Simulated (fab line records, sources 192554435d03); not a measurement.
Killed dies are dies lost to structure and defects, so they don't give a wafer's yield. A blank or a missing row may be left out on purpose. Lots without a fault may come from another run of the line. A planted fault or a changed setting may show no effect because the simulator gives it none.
Split-lot experiment | flow n5_finfet | 7 lots, 39 wafers read, on a route of 1938 steps

THE SPLIT
At N5_PASSIVATION_ETCH_54 (etches SiO2 in CHF3/O2, target depth 880 nm, time 440 s), the setting target_depth_a was moved away from the recipe's 8800 angstrom on 15 of the 39 wafers read, by -43.7% to +54.3%. The other wafers ran this setting at the recipe's value.

The reading is taken at the split's own step.

THE READING
etch.depth_nm (the simulator's own value, which no gauge read), in nm, at N5_PASSIVATION_ETCH_54 (etches SiO2 in CHF3/O2, target depth 880 nm, time 440 s). The file gives no usual value for it. The 24 wafers here that ran the recipe average 874.9 nm, standard deviation 13 nm.

wafer  | tool, chamber at the split | target_depth_a as run, angstrom | against the recipe | etch.depth_nm, nm | against lot-mates on the recipe
L079.1 | rie_diel-03, 1             | 8800                            | recipe             | 889.1             | -
L079.2 | rie_diel-03, 3             | 8800                            | recipe             | 857.5             | -
L079.3 | rie_diel-03, 2             | 10690                           | +21.5%             | 1076              | +199.8
L079.4 | rie_diel-03, 1             | 10690                           | +21.5%             | 1078              | +201.8
L079.5 | rie_diel-03, 2             | 8800                            | recipe             | 881.9             | -
L079.6 | rie_diel-03, 3             | 10690                           | +21.5%             | 1049              | +172.8
L083.1 | rie_diel-03, 3             | 13580                           | +54.3%             | 1317              | +450.1
L083.2 | rie_diel-03, 0             | 8800                            | recipe             | 850.1             | -
L083.3 | rie_diel-03, 1             | 8800                            | recipe             | 874.5             | -
L083.4 | rie_diel-03, 2             | 13580                           | +54.3%             | 1358              | +491.1
L083.5 | rie_diel-03, 2             | 8800                            | recipe             | 876.1             | -
L083.6 | rie_diel-03, 3             | 13580                           | +54.3%             | 1309              | +442.1
L089.1 | rie_diel-02, 3             | 8800                            | recipe             | 852.4             | -
L089.2 | rie_diel-02, 0             | 8800                            | recipe             | 874.2             | -
L089.3 | rie_diel-02, 1             | 8800                            | recipe             | 885.7             | -
L089.4 | rie_diel-02, 2             | 8800                            | recipe             | 850.3             | -
L089.5 | rie_diel-02, 0             | 8800                            | recipe             | 869.5             | -
L089.6 | rie_diel-02, 1             | 8800                            | recipe             | 884.5             | -
L087.1 | rie_diel-03, 2             | 10500                           | +19.3%             | 1062              | +186.5
L087.2 | rie_diel-03, 0             | 8800                            | recipe             | 866.7             | -
L087.3 | rie_diel-03, 3             | 8800                            | recipe             | 883.3             | -
L087.4 | rie_diel-03, 1             | 8800                            | recipe             | 876.4             | -
L087.5 | rie_diel-03, 0             | 10500                           | +19.3%             | 1029              | +153.5
L087.6 | rie_diel-03, 3             | 10500                           | +19.3%             | 1064              | +188.5
L091.1 | rie_diel-03, 2             | 8800                            | recipe             | 886.4             | -
L091.3 | rie_diel-03, 1             | 8800                            | recipe             | 880.4             | -
L091.4 | rie_diel-03, 2             | 8800                            | recipe             | 889               | -
L095.1 | rie_diel-04, 1             | 10140                           | +15.2%             | 1003              | +118.6
L095.2 | rie_diel-04, 0             | 8800                            | recipe             | 881.7             | -
L095.3 | rie_diel-04, 3             | 10140                           | +15.2%             | 1009              | +124.6
L095.4 | rie_diel-04, 2             | 8800                            | recipe             | 895.6             | -
L095.5 | rie_diel-04, 3             | 8800                            | recipe             | 875.8             | -
L095.6 | rie_diel-04, 2             | 10140                           | +15.2%             | 1028              | +143.6
L096.1 | rie_diel-03, 2             | 8800                            | recipe             | 882.4             | -
L096.2 | rie_diel-03, 0             | 8800                            | recipe             | 858.2             | -
L096.3 | rie_diel-03, 1             | 4953                            | -43.7%             | 489.4             | -382.7
L096.4 | rie_diel-03, 2             | 4953                            | -43.7%             | 498               | -374.1
L096.5 | rie_diel-03, 1             | 8800                            | recipe             | 875.8             | -
L096.6 | rie_diel-03, 0             | 4953                            | -43.7%             | 483.6             | -388.5

THE FIT
A straight line over all 39 wafers: etch.depth_nm changes by +8.62 nm for each +1% of target_depth_a; r = +1.00; the points scatter about the line by 15 nm.
The same after taking each lot's own level away (the mean of its wafers on the recipe; 39 wafers): +8.64 nm for each +1%; r = +1.00; scatter 13 nm.
On that fit, the largest move of target_depth_a shifts the reading by 4.7e+02 nm.
The lots' own levels span 866.90 to 885.27 nm, that is 1.5 times the standard deviation above.
So the lot-to-lot level changes the slope little: the two slopes agree.
Check: with one of the wafers moved furthest among these (+54.3%) left out of the fit, the line predicts +473 nm for it against its lot-mates. It came out at +450 nm against them.

OTHER SPLITS ON THESE WAFERS
These wafers also went through other splits before the reading. Each is held against what the fit with the lots' levels taken away leaves over:
other split on the same wafers             | wafers away from the commonest value | r with etch.depth_nm (lot level and that fit taken away)
N5_BEOL_M11_DESCUM_16 time_s               | 6                                    | +0.09
N5_BEOL_M14_TRENCH_ETCH_34 time_s          | 12                                   | -0.15
N5_MIM_BOT_LITHO_DEVELOP_07 develop_time_s | 6                                    | -0.18

THE WHOLE CHAIN: every reading that the file lists as answering this split, in the file's order
step                   | what it does                                            | reading                                                                       | change (the file's fit)              | r (the file's)
N5_PASSIVATION_ETCH_54 | etches SiO2 in CHF3/O2, target depth 880 nm, time 440 s | PASSIVATION.feature_depth_nm (the simulator's own value, which no gauge read) | +8.64 nm for each +1% of the setting | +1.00
N5_PASSIVATION_ETCH_54 | etches SiO2 in CHF3/O2, target depth 880 nm, time 440 s | etch.depth_nm (the simulator's own value, which no gauge read)                | +8.64 nm for each +1% of the setting | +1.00

THE FILE'S OWN FIT
etch.depth_nm changes by +8.64 nm for each +1% of target_depth_a, r = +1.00.
